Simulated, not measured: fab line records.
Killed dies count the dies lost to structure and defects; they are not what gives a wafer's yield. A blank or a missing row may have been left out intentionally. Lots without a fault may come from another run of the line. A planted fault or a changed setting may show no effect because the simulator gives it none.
Matching of chambers ; flow n5Finfet ; cmp-04 running N5_SDB_CMP_30: 4 sister chambers
The step polishes, stops on poly-Si, t overpolish 1.54 s, target thk 30 nm. 4 wafers are shown with their chamber, then 7 later ones without.

## EACH WAFER AND ITS CHAMBER
wafer;chamber;motorCurrentA (A)
L081.4;1;9.9
L085.3;2;10.6
L087.2;3;14.9
L087.3;0;13.0

## WAFERS WHOSE CHAMBER IS MISSING
wafer;motorCurrentA (A)
L087.5;14.5
L089.1;13.8
L089.2;11.1
L089.5;14.0
L097.1;12.8
L097.5;13.7
L097.6;11.6

## WHICH CHAMBER EACH ONE RAN IN
wafer;from the rows above;in truth
L087.5;can't be placed: 3 or 0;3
L089.1;can't be placed: 0 or 3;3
L089.2;can't be placed: 2 or 1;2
L089.5;can't be placed: 3 or 0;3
L097.1;0;0
L097.5;can't be placed: 0 or 3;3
L097.6;can't be placed: 2 or 0 or 1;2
Correct placement for 1 of the 7. Not placeable from these rows: 6 (in 6, the candidates include the true chamber). 0 placed wrongly.
How it was worked out, from the rows above alone: a wafer's distance from a chamber is the root of the sum, over the readings, of the square of ((its reading less the chamber's mean) divided by the reading's scatter). If the next closest chamber is less than 2 further off than the closest, the wafer can't be placed; otherwise it belongs to the closest. Each chamber's mean is taken over the wafers shown for it. The scatter (one wafer shown for each chamber): square how far every hidden wafer sits from the nearest shown wafer, average those squares and take the square root.
